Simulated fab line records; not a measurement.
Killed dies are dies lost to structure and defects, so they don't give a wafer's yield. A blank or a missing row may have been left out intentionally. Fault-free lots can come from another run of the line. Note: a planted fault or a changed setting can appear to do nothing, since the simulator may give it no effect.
Split-lot study + flow n5_finfet + 7 lots, 38 wafers read, on a route of 1938 steps

== SPLIT DETAILS ==
At N5_BEOL_M12_TRENCH_ETCH_34 (etches SiOC in C4F8/O2/Ar, target depth 318.95 nm, time 125.5 s), the setting time_s was moved away from the recipe's 125.5 s on 18 of the 38 wafers read, by -51.9% to +44.1%. The other wafers ran this setting at the recipe's value.

== FROM THE SPLIT TO THE READING: what the file shows between them, 10 steps ==
- N5_BEOL_M12_STRIP_70: strips in C4F8/O2/Ar
- N5_BEOL_M12_OCD_MEAS_35
- N5_BEOL_M12_STRIP_37: strips in N2/H2
- N5_BEOL_M12_ETCH_38: etches SiCN in CF4/N2, target depth 68.7 nm, time 73.4 s
- N5_BEOL_M12_ECD_47: material Cu, target thk 720 nm
- N5_BEOL_M12_ANNEAL_48: time 90 s
- N5_BEOL_M12_CMP_49: polishes, stops on SiOC, t overpolish 20.6 s, target thk 320 nm
- N5_BEOL_M12_THK_MEAS_50: measures by xrf
- N5_BEOL_M12_PRE_CLEAN_52: time 15 s
- N5_BEOL_M12_DEP_53: deposits SiCN from 3MS/NH3, target thk 30 nm, time 10.5 s

== THE READING ==
M12_RS (ohm/sq), read at N5_BEOL_M12_RS_MEAS_54 with a four-point probe. Typical for fault-free wafers on this fab line: 0.0596 ohm/sq, with standard deviation 0.0011 ohm/sq.

| wafer  | tool, chamber at the split | time_s as run, s | against the recipe | M12_RS, ohm/sq | against lot-mates on the recipe |
|--------|----------------------------|------------------|--------------------|----------------|---------------------------------|
| L075.1 | rie_diel-03, 1             | 168.9            | +34.6%             | 0.0432         | -0.0164                         |
| L075.2 | rie_diel-03, 0             | 168.9            | +34.6%             | 0.0430         | -0.0166                         |
| L075.3 | rie_diel-03, 2             | 125.5            | recipe             | 0.0594         | -                               |
| L075.4 | rie_diel-03, 3             | 125.5            | recipe             | 0.0609         | -                               |
| L075.5 | rie_diel-03, 1             | 168.9            | +34.6%             | 0.0428         | -0.0168                         |
| L075.6 | rie_diel-03, 0             | 125.5            | recipe             | 0.0585         | -                               |
| L076.2 | rie_diel-05, 2             | 125.5            | recipe             | 0.0598         | -                               |
| L076.4 | rie_diel-05, 3             | 125.5            | recipe             | 0.0610         | -                               |
| L076.5 | rie_diel-05, 1             | 125.5            | recipe             | 0.0603         | -                               |
| L082.1 | rie_diel-03, 2             | 125.5            | recipe             | 0.0595         | -                               |
| L082.2 | rie_diel-03, 0             | 125.5            | recipe             | 0.0586         | -                               |
| L082.3 | rie_diel-03, 3             | 125.5            | recipe             | 0.0617         | -                               |
| L082.4 | rie_diel-03, 0             | 87.23            | -30.5%             | 0.0861         | +0.0262                         |
| L082.5 | rie_diel-03, 3             | 87.23            | -30.5%             | 0.0905         | +0.0306                         |
| L082.6 | rie_diel-03, 2             | 87.23            | -30.5%             | 0.0870         | +0.0271                         |
| L091.1 | rie_diel-03, 3             | 125.5            | recipe             | 0.0614         | -                               |
| L091.2 | rie_diel-03, 0             | 60.4             | -51.9%             | 0.1301         | +0.0698                         |
| L091.3 | rie_diel-03, 1             | 125.5            | recipe             | 0.0592         | -                               |
| L091.4 | rie_diel-03, 2             | 60.4             | -51.9%             | 0.1293         | +0.0690                         |
| L091.5 | rie_diel-03, 3             | 60.4             | -51.9%             | 0.1337         | +0.0734                         |
| L094.1 | rie_diel-06, 2             | 125.5            | recipe             | 0.0605         | -                               |
| L094.2 | rie_diel-06, 0             | 180.8            | +44.1%             | 0.0412         | -0.0190                         |
| L094.3 | rie_diel-06, 1             | 180.8            | +44.1%             | 0.0410         | -0.0192                         |
| L094.4 | rie_diel-06, 3             | 125.5            | recipe             | 0.0602         | -                               |
| L094.5 | rie_diel-06, 1             | 180.8            | +44.1%             | 0.0413         | -0.0189                         |
| L094.6 | rie_diel-06, 0             | 125.5            | recipe             | 0.0599         | -                               |
| L093.1 | rie_diel-03, 1             | 146.9            | +17.1%             | 0.0490         | -0.0110                         |
| L093.2 | rie_diel-03, 2             | 125.5            | recipe             | 0.0591         | -                               |
| L093.3 | rie_diel-03, 0             | 146.9            | +17.1%             | 0.0505         | -0.0095                         |
| L093.4 | rie_diel-03, 3             | 125.5            | recipe             | 0.0611         | -                               |
| L093.5 | rie_diel-03, 3             | 146.9            | +17.1%             | 0.0515         | -0.0085                         |
| L093.6 | rie_diel-03, 2             | 125.5            | recipe             | 0.0597         | -                               |
| L096.1 | rie_diel-05, 1             | 162.3            | +29.3%             | 0.0459         | -0.0133                         |
| L096.2 | rie_diel-05, 3             | 162.3            | +29.3%             | 0.0456         | -0.0136                         |
| L096.3 | rie_diel-05, 2             | 125.5            | recipe             | 0.0589         | -                               |
| L096.4 | rie_diel-05, 0             | 162.3            | +29.3%             | 0.0447         | -0.0145                         |
| L096.5 | rie_diel-05, 0             | 125.5            | recipe             | 0.0586         | -                               |
| L096.6 | rie_diel-05, 3             | 125.5            | recipe             | 0.0601         | -                               |

THE FIT
A straight line over all 38 wafers: M12_RS changes by -0.000859 ohm/sq for each +1% of time_s; r = -0.93; the points scatter about the line by 0.0088 ohm/sq.
The same after taking each lot's own level away (the mean of its wafers on the recipe; 38 wafers): -0.000855 ohm/sq for each +1%; r = -0.93; scatter 0.0088 ohm/sq.
On that fit, the largest move of time_s shifts the reading by 0.044 ohm/sq.
The span of the lots' own levels, 0.05920 to 0.06037 ohm/sq, comes to 1.1 times the standard deviation stated above.
Hence the lot-to-lot level has little effect on the slope; both slopes agree.
Check: for one of the wafers moved furthest among these (-51.9%), held out of the fit, the line's prediction against its lot-mates is +0.0467 ohm/sq. It came out at +0.0698 ohm/sq against them.

== THE WHOLE CHAIN: every reading that the file lists as answering this split, in the file's order ==
| step                       | what it does                                                    | reading                                                                       | change (the file's fit)               | r (the file's) |
|----------------------------|-----------------------------------------------------------------|-------------------------------------------------------------------------------|---------------------------------------|----------------|
| N5_BEOL_M12_TRENCH_ETCH_34 | etches SiOC in C4F8/O2/Ar, target depth 318.95 nm, time 125.5 s | etch.depth_nm (the simulator's own value, which no gauge read)                | +3.24 nm for each +1% of the setting  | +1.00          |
| N5_BEOL_M12_OCD_MEAS_35    |                                                                 | trench_depth_nm                                                               | +3.24 nm for each +1% of the setting  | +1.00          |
| N5_BEOL_M12_CMP_49         | polishes, stops on SiOC, t overpolish 20.6 s, target thk 320 nm | Cu_of_BEOL_M12_ECD_47.thk_nm (the simulator's own value, which no gauge read) | +3.25 nm for each +1% of the setting  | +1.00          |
| N5_BEOL_M12_THK_MEAS_50    | measures by xrf                                                 | M12_THK                                                                       | +3.35 for each +1% of the setting     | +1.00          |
| N5_BEOL_M12_RS_MEAS_54     | measures by four-point-probe                                    | M12_RS                                                                        | -0.000783 for each +1% of the setting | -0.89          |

== FILE'S OWN FIT ==
M12_RS changes by -0.000783 ohm/sq for each +1% of time_s, r = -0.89.
